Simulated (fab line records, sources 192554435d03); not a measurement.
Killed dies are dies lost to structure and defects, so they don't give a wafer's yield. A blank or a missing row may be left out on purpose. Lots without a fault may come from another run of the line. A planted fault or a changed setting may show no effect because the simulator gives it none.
Chamber matching | flow n5_finfet | N5_BEOL_M13_DESCUM_15 on rie_diel-02: 4 sister chambers
The step chemistry O2, time 7.9 s. 4 wafers are shown with their chamber, then 9 later ones without.

WAFERS WITH THEIR CHAMBER
wafer  | chamber | showerhead_plenum_p_Torr (Torr)
L085.2 | 1       | 2.10
L089.6 | 2       | 2.17
L088.1 | 0       | 2.10
L088.5 | 3       | 2.20

WAFERS WITHOUT THEIR CHAMBER
wafer  | showerhead_plenum_p_Torr (Torr)
L091.1 | 2.10
L091.2 | 2.20
L091.4 | 2.17
L076.2 | 2.16
L076.3 | 2.20
L076.5 | 2.10
L095.1 | 2.16
L095.3 | 2.10
L095.6 | 2.09

WHICH CHAMBER EACH WENT THROUGH
wafer  | from the rows above     | in truth
L091.1 | can't be placed: 0 or 1 | 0
L091.2 | 3                       | 3
L091.4 | 2                       | 2
L076.2 | 2                       | 2
L076.3 | 3                       | 3
L076.5 | can't be placed: 0 or 1 | 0
L095.1 | 2                       | 2
L095.3 | can't be placed: 0 or 1 | 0
L095.6 | can't be placed: 0 or 1 | 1
Placed correctly: 5 of 9. Can't be placed from these rows: 4 (the true chamber is among the candidates in 4). Placed wrongly: 0.
How it was worked out, from the rows above alone: a wafer's distance from a chamber is the root of the sum, over the readings, of the square of ((its reading less the chamber's mean) divided by the reading's scatter). The wafer belongs to the nearest chamber; if the next one is less than 2 further off, it can't be placed. A chamber's mean is the mean of its shown wafers. The scatter: with one shown wafer a chamber, the root of the mean of the squares of how far each hidden wafer lies from its nearest shown one.
